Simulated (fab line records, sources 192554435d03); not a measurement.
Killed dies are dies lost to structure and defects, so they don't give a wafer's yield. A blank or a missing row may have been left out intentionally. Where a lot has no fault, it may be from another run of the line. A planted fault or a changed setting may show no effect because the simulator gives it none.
Which tool did it? || flow n5_finfet || 63 wafers sampled from 21 lots at 1 step of a route of 1938

== WHAT EACH GAUGE READ, for each wafer ==
N5_BEOL_M6_RS_MEAS_57: measurement is done with a four-point probe. Usual: M6_RS 0.286 ohm/sq, standard deviation 0.0063.
{"lot": "L074", "measured": "day 9 03:22", "on": "film_metro-01", "M6_RS (ohm/sq)": "0.289 0.287 0.287", "flag": ""}
{"lot": "L075", "measured": "day 9 05:48", "on": "film_metro-01", "M6_RS (ohm/sq)": "0.286 0.288 0.280", "flag": ""}
{"lot": "L076", "measured": "day 9 09:54", "on": "film_metro-01", "M6_RS (ohm/sq)": "0.282 0.283 0.277", "flag": ""}
{"lot": "L078", "measured": "day 9 12:00", "on": "film_metro-02", "M6_RS (ohm/sq)": "0.288 0.286 0.277", "flag": ""}
{"lot": "L077", "measured": "day 9 16:43", "on": "film_metro-01", "M6_RS (ohm/sq)": "0.289 0.292 0.296", "flag": ""}
{"lot": "L079", "measured": "day 10 09:11", "on": "film_metro-02", "M6_RS (ohm/sq)": "0.294 0.298 0.289", "flag": ""}
{"lot": "L081", "measured": "day 11 03:58", "on": "film_metro-01", "M6_RS (ohm/sq)": "0.287 0.293 0.285", "flag": ""}
{"lot": "L083", "measured": "day 12 03:54", "on": "film_metro-01", "M6_RS (ohm/sq)": "0.277 0.281 0.289", "flag": ""}
{"lot": "L087", "measured": "day 12 03:55", "on": "film_metro-02", "M6_RS (ohm/sq)": "0.284 0.298 0.275", "flag": ""}
{"lot": "L084", "measured": "day 12 04:10", "on": "film_metro-02", "M6_RS (ohm/sq)": "0.288 0.285 0.283", "flag": ""}
{"lot": "L082", "measured": "day 12 07:44", "on": "film_metro-02", "M6_RS (ohm/sq)": "0.287 0.291 0.295", "flag": ""}
{"lot": "L086", "measured": "day 12 08:18", "on": "film_metro-01", "M6_RS (ohm/sq)": "0.292 0.292 0.289", "flag": ""}
{"lot": "L085", "measured": "day 12 20:55", "on": "film_metro-02", "M6_RS (ohm/sq)": "0.294 0.285 0.291", "flag": ""}
{"lot": "L088", "measured": "day 13 00:16", "on": "film_metro-01", "M6_RS (ohm/sq)": "0.288 0.275 0.276", "flag": ""}
{"lot": "L089", "measured": "day 13 15:33", "on": "film_metro-01", "M6_RS (ohm/sq)": "0.285 0.279 0.287", "flag": ""}
{"lot": "L090", "measured": "day 13 17:54", "on": "film_metro-01", "M6_RS (ohm/sq)": "0.289 0.288 0.286", "flag": ""}
{"lot": "L092", "measured": "day 14 03:11", "on": "film_metro-02", "M6_RS (ohm/sq)": "0.287 0.278 0.296", "flag": ""}
{"lot": "L093", "measured": "day 14 04:37", "on": "film_metro-02", "M6_RS (ohm/sq)": "0.288 0.291 0.289", "flag": ""}
{"lot": "L095", "measured": "day 14 11:50", "on": "film_metro-02", "M6_RS (ohm/sq)": "0.294 0.287 0.287", "flag": ""}
{"lot": "L096", "measured": "day 14 13:46", "on": "film_metro-01", "M6_RS (ohm/sq)": "0.284 0.270 0.283", "flag": ""}
{"lot": "L097", "measured": "day 15 09:22", "on": "film_metro-01", "M6_RS (ohm/sq)": "0.283 0.290 0.288", "flag": ""}

== EACH LOT AND THE TOOL THAT RAN IT (in order: tool; ch and the chambers of the sampled wafers; start) ==
Record: no process step prior to these readings.

== WHAT THE TOOLS THEMSELVES READ (means of the sampled wafers that have a number; where no wafer has one, the mark that the record gives instead) ==
The record holds no such reading with a usual standard deviation.

== THE ANSWER, worked out from the rows above alone ==
Rule: lot off if the mean of its wafers having a number is beyond 3 standard deviations from the usual mean. Also off: a lot with no number at a reading for which 4 or more lots have one. All remaining lots with rows at the step are treated as sound. Order of review: gauges by route order, followed by the tools' own readings, for which a lot's mean as printed above is used. At the first step where some lot is off, the reading lying furthest off is the one used; lots without a number count as furthest.
Nothing can be told from this: no lot is off at any reading shown.

== WHAT HAD BEEN PUT IN BY THE SIMULATOR ==
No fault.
